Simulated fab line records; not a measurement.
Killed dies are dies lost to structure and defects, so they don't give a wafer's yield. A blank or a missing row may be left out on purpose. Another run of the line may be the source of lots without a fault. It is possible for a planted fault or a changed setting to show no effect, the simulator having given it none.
fab line records	flow nand_harc
record lots=24	wafers=72	last_day=25
route steps=1159 shown P_M2@338 P_BONDPAD@352 A_CHANNEL_HOLE_D1@467
lots that met no fault: from a run of the same line without faults
start_h: hours from the record's opening day to when the first of the lot's shown wafers began	wait_h: how many hours have passed since the lot's step before this one	" identical to the entry in the row above	L1.1+2: a row that stands for several wafers	- either no value or no given start	* or withheld: withheld	< > ~ a bound
route shown NAME@n: names a module that has steps shown in the file, with the first one's number in the route	usual: the fault-free wafers' mean and standard deviation	same: alike in all rows	chamber/n: place in a boat	sites: per-site readings	_std_site: how widely they spread, as a standard deviation	_edge_site: mean of outer sites minus mean of inner sites	radius_mm: how far each site lies from the wafer's centre	mask NAME#n: copy n	behind: the last tool/chamber to shape the wafer	hold: what put the lot on hold/how long, in hours/how the hold closed	device: transistor that didn't switch, given as n, p or np	end of line: tests of these same wafers at the route's end	step lacking rows: just its recipe	killed: count of dies lost to structure and defects at first sort (not the wafer's yield)	map: a wafer's dies, x killed, . not, _ none there
set.NAME: setting as actually run; set.NAME@STEP: the setting as run at that earlier step	model.NAME: the simulator's own value behind a step, which no gauge read
steps of the route over a sample of lots; a table a step, a row a wafer
services: when a tool's chamber went out of use (start_h, in hours from the record's first day, below 0 if earlier), for how many hours, and the reason
## steps
# step NHARC_P_M2_DEGAS_29
# recipe temp_c=250	time_s=60
# usual heater_power_w=338/50
lot.wafer	tool	chamber	start_h	wait_h	heater_power_w
L074.1	pvd_sputter-01	-	125.66	-	335
L074.6	"	-	"	"	459
L074.5	"	-	"	"	326
L075.3	pvd_sputter-02	-	127.75	-	301
L075.2	"	-	"	"	291
L075.4	"	-	"	"	324
L076.3	pvd_sputter-02	-	139.19	-	362
L076.4	"	-	"	"	292
L076.5	"	-	"	"	371
L077.3	pvd_sputter-02	-	142.60	-	284
L077.4	"	-	"	"	292
L077.6	"	-	"	"	294
L078.2	pvd_sputter-02	-	153.21	-	288
L078.6	"	-	"	"	286
L078.5	"	-	"	"	327
L079.4	pvd_sputter-03	-	153.91	-	399
L079.5	"	-	"	"	361
L079.6	"	-	"	"	390
L081.1	pvd_sputter-03	-	161.74	-	288
L081.3	"	-	"	"	353
L081.4	"	-	"	"	389
L080.2	pvd_sputter-02	-	163.44	-	374
L080.6	"	-	"	"	316
L080.5	"	-	"	"	366
L083.4	pvd_sputter-03	-	177.68	-	402
L083.1	"	-	"	"	327
L083.6	"	-	"	"	291
L082.2	pvd_sputter-01	-	180.40	-	345
L082.6	"	-	"	"	353
L082.5	"	-	"	"	305
L084.4	pvd_sputter-03	-	188.49	-	357
L084.5	"	-	"	"	385
L084.6	"	-	"	"	293
L085.2	pvd_sputter-03	-	202.80	-	324
L085.3	"	-	"	"	362
L085.5	"	-	"	"	298
L086.2	pvd_sputter-02	-	204.10	-	319
L086.1	"	-	"	"	363
L086.3	"	-	"	"	287
L087.4	pvd_sputter-01	-	209.03	-	309
L087.1	"	-	"	"	352
L087.5	"	-	"	"	362
L088.1	pvd_sputter-02	-	211.05	-	327
L088.5	"	-	"	"	293
L088.6	"	-	"	"	286
L090.3	pvd_sputter-02	-	226.51	-	315
L090.6	"	-	"	"	310
L090.5	"	-	"	"	397
L089.1	pvd_sputter-01	-	226.85	-	347
L089.2	"	-	"	"	344
L089.5	"	-	"	"	350
L092.3	pvd_sputter-01	-	231.07	-	319
L092.2	"	-	"	"	354
L092.6	"	-	"	"	342
L091.1	pvd_sputter-01	-	231.12	-	353
L091.4	"	-	"	"	349
L091.6	"	-	"	"	348
L093.4	pvd_sputter-03	-	236.46	-	323
L093.3	"	-	"	"	397
L093.6	"	-	"	"	329
L094.4	pvd_sputter-02	-	244.07	-	271
L094.3	"	-	"	"	310
L094.1	"	-	"	"	287
L095.4	pvd_sputter-01	-	250.12	-	469
L095.2	"	-	"	"	346
L095.5	"	-	"	"	355
L096.2	pvd_sputter-02	-	251.47	-	313
L096.1	"	-	"	"	374
L096.5	"	-	"	"	266
L097.2	pvd_sputter-03	-	264.04	-	385
L097.3	"	-	"	"	288
L097.5	"	-	"	"	352
# step NHARC_P_M2_DEP_33
# recipe target_thk_a=300	temp_c=370	target_thk_nm=30	pressure_torr=3	flow_sccm=200	rf_w=450	material=SiCN
# usual heater_power_w=560/91
lot.wafer	tool	chamber	start_h	wait_h	heater_power_w
L074.1	pecvd-02	1	127.42	0.1	674
L074.5	"	1	"	"	666
L074.6	"	2	"	"	755
L075.2	pecvd-03	1	129.48	0.1	557
L075.3	"	2	"	"	501
L075.4	"	0	"	"	574
L076.3	pecvd-03	2	140.90	0.1	498
L076.5	"	0	"	"	642
L076.4	"	1	"	"	551
L077.3	pecvd-03	0	144.31	0.1	584
L077.4	"	1	"	"	560
L077.6	"	2	"	"	513
L078.2	pecvd-04	2	156.63	0.1	464
L078.6	"	2	"	"	461
L078.5	"	1	"	"	574
L079.6	pecvd-04	1	157.63	0.2	551
L079.4	"	2	"	"	472
L079.5	"	0	"	"	580
L081.3	pecvd-03	1	163.45	0.1	472
L081.1	"	0	"	"	644
L081.4	"	2	"	"	518
L080.2	pecvd-03	0	165.18	0.1	602
L080.5	"	2	"	"	529
L080.6	"	0	"	"	600
L083.1	pecvd-03	1	179.43	0.1	524
L083.4	"	0	"	"	638
L083.6	"	1	"	"	541
L082.2	pecvd-02	0	182.13	0.1	438
L082.6	"	2	"	"	698
L082.5	"	1	"	"	564
L084.4	pecvd-04	2	190.57	0.2	520
L084.5	"	0	"	"	517
L084.6	"	1	"	"	629
L085.3	pecvd-02	1	204.78	0.1	591
L085.2	"	0	"	"	498
L085.5	"	2	"	"	778
L086.3	pecvd-02	1	205.80	0.1	665
L086.1	"	2	"	"	782
L086.2	"	0	"	"	451
L087.1	pecvd-02	0	210.76	0.1	443
L087.4	"	0	"	"	442
L087.5	"	1	"	"	639
L088.1	pecvd-02	1	212.76	0.1	661
L088.6	"	1	"	"	673
L088.5	"	0	"	"	418
L090.3	pecvd-04	1	228.30	0.1	510
L090.5	"	0	"	"	575
L090.6	"	2	"	"	452
L089.2	pecvd-02	0	229.03	0.1	413
L089.1	"	1	"	"	620
L089.5	"	1	"	"	631
L092.2	pecvd-03	0	232.99	0.1	621
L092.3	"	1	"	"	530
L092.6	"	0	"	"	617
L091.1	pecvd-04	0	233.08	0.1	500
L091.4	"	2	"	"	511
L091.6	"	0	"	"	507
L093.3	pecvd-03	2	238.21	0.1	457
L093.6	"	1	"	"	561
L093.4	"	0	"	"	550
L094.1	pecvd-03	1	245.80	0.1	523
L094.3	"	2	"	"	513
L094.4	"	0	"	"	637
L095.2	pecvd-03	0	251.86	0.1	634
L095.4	"	0	"	"	637
L095.5	"	1	"	"	559
L096.2	pecvd-02	0	253.20	0.1	470
L096.1	"	1	"	"	563
L096.5	"	1	"	"	571
L097.3	pecvd-03	1	265.78	0.1	519
L097.2	"	2	"	"	460
L097.5	"	1	"	"	529
# step NHARC_P_BONDPAD_CMP_32
# recipe target_thk_nm=200	material=SiCN
# usual motor_current_A=12.0/1.3	retaining_ring_pressure_frac=1.000/0.0052
lot.wafer	tool	chamber	start_h	wait_h	motor_current_A	retaining_ring_pressure_frac
L074.1	cmp-02	1	128.23	-	9.6	1.000
L074.5	"	3	"	"	11.3	1.000
L074.6	"	0	"	"	11.3	1.000
L075.4	cmp-03	2	130.27	-	12.8	0.997
L075.2	"	3	"	"	13.4	1.006
L075.3	"	0	"	"	11.7	0.999
L076.4	cmp-02	3	141.78	-	12.4	1.008
L076.3	"	0	"	"	10.9	1.002
L076.5	"	1	"	"	10.4	1.001
L077.4	cmp-01	0	145.15	-	12.4	0.997
L077.3	"	1	"	"	11.7	1.009
L077.6	"	0	"	"	12.9	0.991
L078.2	cmp-02	3	157.59	-	12.1	1.000
L078.6	"	2	"	"	9.9	0.991
L078.5	"	3	"	"	12.1	0.994
L079.4	cmp-03	1	158.57	-	13.2	0.990
L079.5	"	3	"	"	13.2	0.999
L079.6	"	0	"	"	12.1	0.993
L081.4	cmp-02	1	164.28	-	9.9	1.002
L081.3	"	2	"	"	10.4	1.000
L081.1	"	3	"	"	11.0	0.997
L080.2	cmp-03	3	166.00	-	13.6	1.007
L080.5	"	1	"	"	13.5	0.993
L080.6	"	2	"	"	13.1	0.998
L083.1	cmp-03	0	180.19	-	11.7	1.005
L083.4	"	1	"	"	13.4	1.000
L083.6	"	1	"	"	13.2	1.008
L082.2	cmp-03	3	182.98	-	14.5	1.006
L082.5	"	0	"	"	12.6	0.995
L082.6	"	1	"	"	12.8	0.999
L084.4	cmp-02	0	191.26	-	11.3	1.000
L084.5	"	0	"	"	11.3	1.002
L084.6	"	1	"	"	9.7	1.003
L085.2	cmp-03	3	205.61	-	13.1	1.002
L085.3	"	1	"	"	13.0	0.994
L085.5	"	3	"	"	14.1	1.001
L086.3	cmp-03	3	206.69	-	13.7	0.998
L086.2	"	0	"	"	12.6	1.011
L086.1	"	1	"	"	13.3	0.997
L087.4	cmp-02	2	211.54	-	10.5	1.006
L087.1	"	0	"	"	11.0	1.009
L087.5	"	2	"	"	10.3	1.005
L088.1	cmp-03	2	213.65	-	13.3	1.008
L088.5	"	3	"	"	14.0	0.999
L088.6	"	0	"	"	11.9	0.997
L090.3	cmp-01	3	229.24	-	11.3	0.996
L090.5	"	1	"	"	11.8	1.005
L090.6	"	2	"	"	14.6	0.993
L089.2	cmp-02	2	229.79	-	9.6	0.995
L089.1	"	1	"	"	10.4	0.997
L089.5	"	3	"	"	11.9	0.993
L092.3	cmp-03	0	233.82	-	12.6	0.995
L092.2	"	1	"	"	13.6	1.004
L092.6	"	0	"	"	12.5	1.001
L091.4	cmp-02	1	234.06	-	10.0	0.999
L091.1	"	0	"	"	11.1	1.001
L091.6	"	1	"	"	9.8	0.994
L093.3	cmp-02	0	238.96	-	10.9	1.006
L093.4	"	2	"	"	10.5	0.993
L093.6	"	0	"	"	10.4	0.999
L094.1	cmp-01	0	246.55	-	13.0	0.995
L094.3	"	1	"	"	11.3	0.995
L094.4	"	2	"	"	13.3	0.999
L095.4	cmp-01	2	252.80	0.3	14.4	1.005
L095.2	"	3	"	"	11.3	0.997
L095.5	"	1	"	"	10.7	1.002
L096.2	cmp-01	3	254.20	-	11.7	0.997
L096.1	"	0	"	"	13.3	1.002
L096.5	"	1	"	"	11.2	1.006
L097.3	cmp-01	3	266.53	-	12.1	0.997
L097.2	"	1	"	"	11.6	0.994
L097.5	"	0	"	"	13.1	1.001
# step NHARC_P_BONDPAD_CD_MEAS_09
# recipe target_cd_nm=500	landing_energy_ev=500
# usual cd_nm=500.1/1.8
lot.wafer	tool	chamber	start_h	wait_h	cd_nm
L074.1	cd_sem-01	0	128.99	-	500.5
L074.5	"	0	"	"	499.4
L074.6	"	0	"	"	501.7
L075.2	cd_sem-03	0	130.94	-	501.6
L075.3	"	0	"	"	497.0
L075.4	"	0	"	"	501.3
L076.3	cd_sem-01	0	142.55	-	496.2
L076.4	"	0	"	"	498.9
L076.5	"	0	"	"	498.3
L077.3	cd_sem-02	0	145.95	-	499.1
L077.4	"	0	"	"	502.2
L077.6	"	0	"	"	501.6
L078.2	cd_sem-03	0	158.38	-	502.4
L078.5	"	0	"	"	502.2
L078.6	"	0	"	"	500.4
L079.4	cd_sem-03	0	159.37	-	500.8
L079.5	"	0	"	"	503.8
L079.6	"	0	"	"	502.4
L081.1	cd_sem-03	0	165.09	-	501.2
L081.3	"	0	"	"	500.6
L081.4	"	0	"	"	500.6
L080.2	cd_sem-02	0	166.64	-	500.0
L080.5	"	0	"	"	500.0
L080.6	"	0	"	"	502.0
L083.1	cd_sem-03	0	180.87	-	500.9
L083.4	"	0	"	"	502.4
L083.6	"	0	"	"	501.2
L082.2	cd_sem-01	0	183.73	-	495.5
L082.5	"	0	"	"	500.5
L082.6	"	0	"	"	498.3
L084.4	cd_sem-02	0	191.96	-	499.1
L084.5	"	0	"	"	501.2
L084.6	"	0	"	"	499.8
L085.2	cd_sem-01	0	206.27	-	499.9
L085.3	"	0	"	"	499.4
L085.5	"	0	"	"	498.5
L086.1	cd_sem-02	0	207.50	-	501.4
L086.2	"	0	"	"	500.4
L086.3	"	0	"	"	501.3
L087.1	cd_sem-03	0	212.36	-	497.6
L087.4	"	0	"	"	503.5
L087.5	"	0	"	"	501.0
L088.1	cd_sem-03	0	214.27	-	502.1
L088.5	"	0	"	"	503.4
L088.6	"	0	"	"	502.2
L090.3	cd_sem-03	0	229.88	-	501.5
L090.5	"	0	"	"	502.9
L090.6	"	0	"	"	501.7
L089.1	cd_sem-02	0	230.49	-	497.0
L089.2	"	0	"	"	498.1
L089.5	"	0	"	"	500.1
L092.2	cd_sem-02	0	234.68	-	499.2
L092.3	"	0	"	"	498.7
L092.6	"	0	"	"	501.1
L091.1	cd_sem-02	0	234.92	-	501.4
L091.4	"	0	"	"	500.1
L091.6	"	0	"	"	498.7
L093.3	cd_sem-03	0	239.66	-	501.3
L093.4	"	0	"	"	498.6
L093.6	"	0	"	"	500.3
L094.1	cd_sem-03	0	247.37	-	501.7
L094.3	"	0	"	"	503.4
L094.4	"	0	"	"	500.1
L095.2	cd_sem-02	0	253.47	-	501.0
L095.4	"	0	"	"	497.4
L095.5	"	0	"	"	500.8
L096.1	cd_sem-01	0	254.96	-	499.5
L096.2	"	0	"	"	495.1
L096.5	"	0	"	"	501.8
L097.2	cd_sem-02	0	267.35	-	497.9
L097.3	"	0	"	"	497.5
L097.5	"	0	"	"	497.8
# step NHARC_A_CHANNEL_HOLE_D1_ETCH_39
# recipe target_depth_a=2600	over_etch_frac=0.3	time_s=325	ion_energy_ev=200	n2_flow_sccm=150	h2_flow_sccm=150	ar_flow_sccm=0	rf_w=400	bias_w=150	chemistry=N2/H2
# usual drypump_motor_current_A=5.8/0.34	oes_product_au=1.001/0.012	rf_vpp_V=430.8/2.5	showerhead_plenum_p_Torr=2.05/0.089	throttle_valve_pct=14.172/0.0091
lot.wafer	tool	chamber	start_h	wait_h	drypump_motor_current_A	oes_product_au	rf_hours_counter_h	rf_vpp_V	showerhead_plenum_p_Torr	throttle_valve_pct
L075.2	rie_diel-08	2	-	-	5.8	0.996	2	433.9	2.20	14.167
L075.3	"	0	"	"	6.1	1.006	2	429.4	2.01	14.179
L075.4	"	1	"	"	5.6	1.010	2	429.8	1.98	14.180
L074.1	rie_diel-07	1	-	-	5.8	0.979	10	433.0	2.18	14.178
L074.6	"	0	"	"	5.3	1.007	-	432.6	2.11	14.173
L074.5	"	1	"	"	5.8	0.988	-	434.5	2.18	14.170
L076.3	rie_diel-08	0	-	-	6.1	1.003	3	429.0	2.01	14.169
L076.4	"	2	"	"	5.8	0.998	-	435.7	2.20	14.177
L076.5	"	0	"	"	6.1	1.003	-	429.2	2.01	14.191
L077.4	rie_diel-07	2	-	-	5.7	0.980	11	427.5	1.91	14.164
L077.3	"	3	"	"	5.4	0.996	12	429.4	1.98	14.162
L077.6	"	0	"	"	5.3	1.000	-	432.4	2.11	14.159
L079.4	rie_diel-08	3	-	-	5.4	1.020	3	427.1	1.94	14.164
L079.6	"	3	"	"	5.4	1.025	-	427.3	1.94	14.161
L079.5	"	0	"	"	6.1	1.011	-	428.8	2.01	14.172
L078.2	rie_diel-07	3	-	-	5.5	0.984	12	427.9	1.98	14.175
L078.6	"	3	"	"	5.5	0.991	-	429.2	1.98	14.178
L078.5	"	0	"	"	5.3	0.996	-	432.0	2.11	14.162
L081.1	rie_diel-04	2	-	-	6.3	1.002	4	430.1	2.05	14.174
L081.3	"	1	"	"	6.3	1.006	5	430.7	2.09	14.175
L081.4	"	2	"	"	6.3	0.994	-	430.8	2.05	14.156
L080.2	rie_diel-07	1	-	-	5.8	0.992	13	434.4	2.17	14.170
L080.6	"	1	"	"	5.9	0.985	-	433.9	2.17	14.161
L080.5	"	2	"	"	5.7	0.990	-	426.8	1.91	14.175
L083.1	rie_diel-08	0	-	-	6.1	1.003	5	429.4	2.01	14.172
L083.4	"	1	"	"	5.6	1.002	5	429.5	1.98	14.160
L083.6	"	3	"	"	5.4	1.025	-	427.6	1.94	14.166
L082.2	rie_diel-04	3	-	-	6.2	0.996	7	433.8	2.10	14.161
L082.5	"	3	"	"	6.2	0.987	-	431.3	2.10	14.165
L082.6	"	0	"	"	6.1	0.995	-	431.5	2.09	14.173
L084.4	rie_diel-07	3	-	-	5.4	0.990	0	428.4	1.98	14.156
L084.6	"	1	"	"	5.9	0.984	-	433.4	2.17	14.171
L084.5	"	2	"	"	5.7	0.998	-	427.9	1.91	14.183
L085.2	rie_diel-08	2	-	-	5.8	1.015	7	435.3	2.20	14.161
L085.3	"	3	"	"	5.4	1.005	6	426.6	1.94	14.175
L085.5	"	1	"	"	5.6	1.020	-	428.6	1.98	14.174
L086.2	rie_diel-04	2	-	-	6.3	1.017	8	430.5	2.05	14.181
L086.1	"	0	"	"	6.1	1.003	8	429.7	2.09	14.174
L086.3	"	1	"	"	6.3	1.019	9	431.8	2.08	14.165
L088.1	rie_diel-08	1	-	-	5.6	0.991	7	428.6	1.98	14.168
L088.6	"	1	"	"	5.6	1.007	-	428.7	1.98	14.185
L088.5	"	2	"	"	5.8	1.004	-	435.3	2.20	14.170
L087.1	rie_diel-07	0	-	-	5.3	1.021	2	430.7	2.11	14.163
L087.4	"	2	"	"	5.7	1.000	1	426.6	1.91	14.191
L087.5	"	0	"	"	5.3	1.010	-	433.3	2.11	14.168
L090.3	rie_diel-08	1	-	-	5.6	1.003	8	427.6	1.98	14.174
L090.6	"	0	"	"	6.1	1.014	-	430.5	2.01	14.179
L090.5	"	1	"	"	5.5	1.017	-	429.3	1.98	14.162
L089.1	rie_diel-04	0	-	-	6.1	1.009	9	430.5	2.09	14.181
L089.2	"	2	"	"	6.2	1.012	9	430.9	2.05	14.165
L089.5	"	1	"	"	6.3	1.017	-	431.9	2.08	14.174
L091.1	rie_diel-04	2	-	-	6.3	0.999	9	432.7	2.05	14.162
L091.4	"	3	"	"	6.2	0.985	10	431.1	2.10	14.163
L091.6	"	1	"	"	6.3	1.030	-	430.8	2.08	14.170
L092.2	rie_diel-07	3	-	-	5.4	0.991	3	428.4	1.98	14.177
L092.3	"	0	"	"	5.3	1.012	3	433.5	2.11	14.164
L092.6	"	3	"	"	5.4	0.990	-	429.8	1.98	14.160
L093.4	rie_diel-04	3	-	-	6.2	0.979	11	431.8	2.10	14.170
L093.3	"	0	"	"	6.1	1.005	10	431.4	2.09	14.153
L093.6	"	0	"	"	6.1	0.997	-	431.4	2.09	14.180
L094.4	rie_diel-07	0	-	-	5.3	1.013	5	432.6	2.11	14.176
L094.3	"	1	"	"	5.9	0.978	4	433.9	2.17	14.182
L094.1	"	3	"	"	5.4	0.992	4	429.1	1.97	14.178
L096.2	rie_diel-04	2	-	-	6.3	1.006	1	430.9	2.05	14.176
L096.1	"	0	"	"	6.1	1.023	1	431.0	2.09	14.179
L096.5	"	1	"	"	6.3	0.997	-	432.0	2.08	14.182
L095.2	rie_diel-07	3	-	-	5.4	1.001	6	427.6	1.97	14.165
L095.4	"	2	"	"	5.6	0.999	5	426.2	1.90	14.159
L095.5	"	0	"	"	5.3	1.002	-	433.2	2.11	14.182
L097.3	rie_diel-08	2	-	-	5.8	0.996	0	434.3	2.20	14.156
L097.2	"	3	"	"	5.4	0.999	0	427.2	1.94	14.175
L097.5	"	1	"	"	5.6	1.001	-	429.1	1.98	14.177
# step NHARC_A_CHANNEL_HOLE_D1_ETCH_16
# recipe target_depth_a=31000	over_etch_frac=0.3	time_s=806	ion_energy_ev=150	o2_flow_sccm=400	cos_flow_sccm=20	ar_flow_sccm=0	rf_w=500	bias_w=300	chemistry=O2/COS
# usual drypump_motor_current_A=5.8/0.34	oes_product_au=1.001/0.011	rf_vpp_V=314.3/2	showerhead_plenum_p_Torr=3.13/0.13	throttle_valve_pct=28.330/0.0092
lot.wafer	tool	chamber	start_h	wait_h	drypump_motor_current_A	oes_product_au	rf_hours_counter_h	rf_vpp_V	showerhead_plenum_p_Torr	throttle_valve_pct
L075.3	rie_diel-08	0	-	-	6.1	0.994	2	314.3	3.08	28.317
L075.4	"	2	"	"	5.8	1.007	2	316.8	3.34	28.343
L075.2	"	3	"	"	5.4	1.015	2	311.5	2.98	28.335
L074.1	rie_diel-07	1	-	-	5.8	0.977	10	318.1	3.31	28.316
L074.6	"	1	"	"	5.9	0.985	-	317.7	3.31	28.329
L074.5	"	2	"	"	5.7	0.993	-	313.1	2.94	28.333
L076.3	rie_diel-08	2	-	-	5.8	0.996	3	320.1	3.34	28.342
L076.5	"	0	"	"	6.1	0.999	-	311.8	3.08	28.338
L076.4	"	2	"	"	5.8	0.991	-	317.5	3.35	28.321
L077.3	rie_diel-07	2	-	-	5.6	0.981	11	310.6	2.94	28.325
L077.4	"	0	"	"	5.3	1.006	12	315.8	3.22	28.335
L077.6	"	2	"	"	5.6	0.988	-	311.3	2.94	28.338
L079.4	rie_diel-08	2	-	-	5.8	1.015	4	317.0	3.34	28.339
L079.6	"	2	"	"	5.8	1.010	-	318.0	3.34	28.323
L079.5	"	3	"	"	5.4	1.019	-	311.5	2.98	28.330
L078.2	rie_diel-07	1	-	-	5.9	0.986	12	317.4	3.31	28.329
L078.6	"	1	"	"	5.9	0.983	-	316.2	3.31	28.332
L078.5	"	2	"	"	5.7	0.984	-	310.6	2.94	28.334
L081.1	rie_diel-04	3	-	-	6.2	0.984	5	315.8	3.21	28.335
L081.3	"	1	"	"	6.3	1.009	5	314.3	3.19	28.331
L081.4	"	3	"	"	6.2	0.982	-	315.7	3.21	28.343
L080.2	rie_diel-07	2	-	-	5.7	0.985	13	311.4	2.94	28.335
L080.6	"	1	"	"	5.9	0.991	-	316.3	3.31	28.316
L080.5	"	2	"	"	5.7	0.989	-	311.1	2.94	28.331
L083.4	rie_diel-08	2	-	-	5.8	1.004	6	317.2	3.34	28.317
L083.1	"	0	"	"	6.1	1.003	5	313.8	3.08	28.338
L083.6	"	1	"	"	5.6	1.000	-	313.3	3.04	28.334
L082.2	rie_diel-04	1	-	-	6.3	1.023	7	315.8	3.19	28.325
L082.5	"	3	"	"	6.2	1.001	-	313.6	3.21	28.337
L082.6	"	0	"	"	6.1	1.007	-	314.9	3.19	28.320
L084.4	rie_diel-07	0	-	-	5.3	1.011	0	315.1	3.22	28.335
L084.5	"	3	"	"	5.4	0.999	-	313.6	3.03	28.335
L084.6	"	0	"	"	5.3	1.012	-	315.8	3.22	28.341
L085.3	rie_diel-08	2	-	-	5.8	1.003	7	316.5	3.34	28.320
L085.2	"	1	"	"	5.6	1.012	7	312.6	3.04	28.316
L085.5	"	2	"	"	5.8	1.008	-	317.1	3.34	28.339
L086.2	rie_diel-04	2	-	-	6.3	1.007	8	315.5	3.14	28.318
L086.3	"	3	"	"	6.2	0.992	9	314.1	3.21	28.333
L086.1	"	0	"	"	6.1	1.003	8	315.0	3.19	28.312
L088.1	rie_diel-08	3	-	-	5.4	1.014	6	312.9	2.98	28.340
L088.5	"	1	"	"	5.6	0.994	-	313.2	3.04	28.336
L088.6	"	2	"	"	5.8	0.995	-	317.3	3.34	28.329
L087.1	rie_diel-07	2	-	-	5.7	1.001	2	311.2	2.93	28.319
L087.4	"	3	"	"	5.4	1.005	2	314.1	3.03	28.337
L087.5	"	2	"	"	5.7	1.008	-	311.5	2.93	28.328
L090.3	rie_diel-08	3	-	-	5.4	1.017	7	313.5	2.98	28.321
L090.5	"	2	"	"	5.8	1.004	-	316.5	3.34	28.328
L090.6	"	3	"	"	5.4	1.008	-	311.0	2.98	28.349
L089.2	rie_diel-04	1	-	-	6.3	1.026	10	315.1	3.18	28.339
L089.1	"	3	"	"	6.2	0.988	9	315.0	3.21	28.339
L089.5	"	1	"	"	6.3	1.020	-	314.4	3.19	28.317
L091.4	rie_diel-04	2	-	-	6.3	1.008	10	315.3	3.14	28.328
L091.1	"	3	"	"	6.2	0.988	10	314.5	3.21	28.315
L091.6	"	2	"	"	6.3	0.998	-	313.5	3.14	28.332
L092.2	rie_diel-07	3	-	-	5.4	0.989	3	312.5	3.03	28.318
L092.3	"	2	"	"	5.7	1.001	3	310.4	2.93	28.330
L092.6	"	3	"	"	5.4	0.987	-	311.1	3.03	28.331
L093.3	rie_diel-04	3	-	-	6.2	0.985	11	314.9	3.21	28.348
L093.4	"	0	"	"	6.1	1.009	10	315.9	3.19	28.333
L093.6	"	3	"	"	6.2	0.984	-	314.6	3.21	28.341
L094.1	rie_diel-07	2	-	-	5.7	0.993	4	311.5	2.93	28.335
L094.3	"	3	"	"	5.4	0.990	5	312.4	3.03	28.319
L094.4	"	1	"	"	5.8	0.974	4	317.4	3.31	28.328
L096.1	rie_diel-04	3	-	-	6.2	1.013	1	315.4	3.21	28.329
L096.2	"	0	"	"	6.1	1.023	1	314.8	3.19	28.331
L096.5	"	2	"	"	6.3	1.001	-	314.1	3.13	28.317
L095.4	rie_diel-07	2	-	-	5.7	1.012	5	310.4	2.93	28.316
L095.2	"	1	"	"	5.9	0.995	6	316.0	3.31	28.324
L095.5	"	3	"	"	5.4	0.999	-	313.4	3.03	28.329
L097.3	rie_diel-08	3	-	-	5.4	1.000	0	312.0	2.98	28.330
L097.2	"	1	"	"	5.6	1.004	0	313.8	3.03	28.319
L097.5	"	3	"	"	5.4	0.994	-	312.3	2.98	28.329
## services
tool	chamber	start_h	hours	kind
pecvd-03	-	111.07	13.0	pm
rie_diel-04	-	111.92	9.0	pm
cmp-02	-	123.36	1.9	repair
rie_diel-08	-	124.82	9.0	pm
cmp-03	-	136.97	4.2	repair
rie_diel-07	0	144.38	1.3	repair
cmp-02	-	148.61	4.0	pm
pecvd-03	-	154.35	5.4	repair
cmp-03	-	160.36	4.0	pm
rie_diel-08	3	174.32	3.6	repair
rie_diel-08	1	175.28	5.2	repair
rie_diel-04	3	182.07	5.7	repair
cmp-03	-	186.84	3.4	repair
rie_diel-08	3	186.98	3.7	repair
rie_diel-04	0	197.17	15.3	repair
rie_diel-04	2	199.22	7.9	repair
pvd_sputter-02	-	214.00	10.0	pm
rie_diel-07	-	228.20	9.0	pm
rie_diel-04	-	288.92	9.0	pm
rie_diel-08	1	289.45	9.2	repair
rie_diel-07	-	290.84	0.3	repair
pecvd-03	-	292.07	13.0	pm
rie_diel-08	-	301.82	9.0	pm
rie_diel-04	2	310.00	5.4	repair
## key
fault none
